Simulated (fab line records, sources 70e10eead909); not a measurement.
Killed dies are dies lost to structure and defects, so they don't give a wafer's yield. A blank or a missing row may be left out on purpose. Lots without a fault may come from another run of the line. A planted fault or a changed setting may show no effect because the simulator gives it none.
Tool commonality check | flow nand_harc | 12 lots, 36 wafers sampled

WHY IT WAS OPENED
At NHARC_P_GATE_CD_MEAS_26 the reading cd_nm is flagged on 1 of 12 lots. Wafers without a fault read 119.9 nm, standard deviation 0.39.
Rule: a lot is flagged when every wafer of it that has a number lies more than 4 standard deviations from that mean, or none has a number. The other lots count as sound.

lot  | measured     | on        | cd_nm (nm), wafer by wafer | flag
L285 | day 5 09:38  | cd_sem-01 | 119.9 120.1 118.9          |
L286 | day 5 10:26  | cd_sem-01 | 120.2 119.8 120.1          |
L288 | day 6 04:56  | cd_sem-03 | 119.8 119.2 119.5          |
L289 | day 6 18:09  | cd_sem-03 | 119.9 120.1 120.1          |
L291 | day 7 14:16  | cd_sem-02 | 119.2 119.8 119.7          |
L293 | day 8 16:56  | cd_sem-03 | 120.0 120.2 120.4          |
L294 | day 8 20:40  | cd_sem-03 | 100.2 100.7 101.3          | FLAGGED
L304 | day 13 00:50 | cd_sem-03 | 119.6 120.4 119.5          |
L305 | day 13 13:08 | cd_sem-01 | 119.6 120.1 120.2          |
L306 | day 13 13:18 | cd_sem-03 | 120.0 120.0 120.0          |
L307 | day 14 03:15 | cd_sem-02 | 119.9 119.7 119.8          |
L308 | day 14 14:43 | cd_sem-02 | 119.7 119.9 119.7          |
The numbers of the flagged lots are 100.7 nm on average: -19.2 nm against the usual, or -49 standard deviations.

WHICH TOOL RAN EACH LOT
The record holds 2 process steps before the reading, out of a route of 1302 steps. In each cell: the tool, then ch and the chambers that the sampled wafers went through, then the start.
lot  | flag    | NHARC_P_ZERO_WELL_ETCH_62                     | NHARC_P_GATE_EXPOSE_23
L285 |         | rie_diel-09 ch 0,2,3, day 4 16:50 or earlier  | arfi_scanner-03 ch 0, day 5 09:29
L286 |         | rie_diel-09 ch 0,2, day 4 20:16 or earlier    | arfi_scanner-01 ch 0, day 5 10:17
L288 |         | rie_diel-09 ch 0,1,2, day 5 13:53 or earlier  | arfi_scanner-02 ch 0, day 6 04:47
L289 |         | rie_diel-01 ch 1,2,3, day 6 02:31 or earlier  | arfi_scanner-01 ch 0, day 6 18:01
L291 |         | rie_diel-04 ch 0,1, day 6 23:59 or earlier    | arfi_scanner-02 ch 0, day 7 14:08
L293 |         | rie_diel-01 ch 1,2,3, day 8 02:02 or earlier  | arfi_scanner-01 ch 0, day 8 16:48
L294 | FLAGGED | rie_diel-01 ch 0,1,2, day 8 06:02 or earlier  | arfi_scanner-02 ch 0, day 8 20:32
L304 |         | rie_diel-09 ch 1,2,3, day 12 10:36 or earlier | arfi_scanner-03 ch 0, day 13 00:42
L305 |         | rie_diel-04 ch 0,2, day 12 23:09 or earlier   | arfi_scanner-02 ch 0, day 13 13:00
L306 |         | rie_diel-01 ch 0,1,3, day 12 23:07 or earlier | arfi_scanner-01 ch 0, day 13 13:10
L307 |         | rie_diel-09 ch 0,1,2, day 13 09:51 or earlier | arfi_scanner-03 ch 0, day 14 03:07
L308 |         | rie_diel-09 ch 0,2,3, day 13 21:18 or earlier | arfi_scanner-03 ch 0, day 14 14:34
What these steps do:
- NHARC_P_ZERO_WELL_ETCH_62: etches the open film in CHF3/Ar, target depth 13 nm, time 6.5 s.
- NHARC_P_GATE_EXPOSE_23: exposes mask P GATE, target cd 120 nm.
- NHARC_P_GATE_CD_MEAS_26: target cd 120 nm.

FLAGGED OVER TOTAL, TOOL BY TOOL (the gauges that took the reading come last)
step                      | tool            | lots run | flagged | share of the flagged lots | sound lots run after its first flagged lot
NHARC_P_ZERO_WELL_ETCH_62 | rie_diel-01     | 4        | 1       | all                       | 1 (L306)
NHARC_P_ZERO_WELL_ETCH_62 | rie_diel-04     | 2        | 0       | none                      | -
NHARC_P_ZERO_WELL_ETCH_62 | rie_diel-09     | 6        | 0       | none                      | -
NHARC_P_GATE_EXPOSE_23    | arfi_scanner-01 | 4        | 0       | none                      | -
NHARC_P_GATE_EXPOSE_23    | arfi_scanner-02 | 4        | 1       | all                       | 1 (L305)
NHARC_P_GATE_EXPOSE_23    | arfi_scanner-03 | 4        | 0       | none                      | -
NHARC_P_GATE_CD_MEAS_26   | cd_sem-01       | 3        | 0       | none                      | -
NHARC_P_GATE_CD_MEAS_26   | cd_sem-02       | 3        | 0       | none                      | -
NHARC_P_GATE_CD_MEAS_26   | cd_sem-03       | 6        | 1       | all                       | 2 (L304,L306)
NHARC_P_ZERO_WELL_ETCH_62 gives no start for some lots, so the hours and the order of its lots are those of NHARC_P_GATE_CD_MEAS_11.

WHAT THE TABLE ALLOWS
3 rows of the table ran every flagged lot: rie_diel-01 at NHARC_P_ZERO_WELL_ETCH_62, arfi_scanner-02 at NHARC_P_GATE_EXPOSE_23, cd_sem-03 at NHARC_P_GATE_CD_MEAS_26.
- rie_diel-01 at NHARC_P_ZERO_WELL_ETCH_62: 1 of its 4 lots flagged. Sound lots ran on it after the first flagged one (L306), which a lasting fault on the whole tool wouldn't allow.
- arfi_scanner-02 at NHARC_P_GATE_EXPOSE_23: 1 of its 4 lots flagged. Sound lots ran on it after the first flagged one (L305), which a lasting fault on the whole tool wouldn't allow.
- cd_sem-03 at NHARC_P_GATE_CD_MEAS_26: 1 of its 6 lots flagged. Sound lots ran on it after the first flagged one (L304, L306), which a lasting fault on the whole tool wouldn't allow.
No row of the table ran every flagged lot and no sound lot after the first.

WHAT THE SIMULATOR HAD PUT IN
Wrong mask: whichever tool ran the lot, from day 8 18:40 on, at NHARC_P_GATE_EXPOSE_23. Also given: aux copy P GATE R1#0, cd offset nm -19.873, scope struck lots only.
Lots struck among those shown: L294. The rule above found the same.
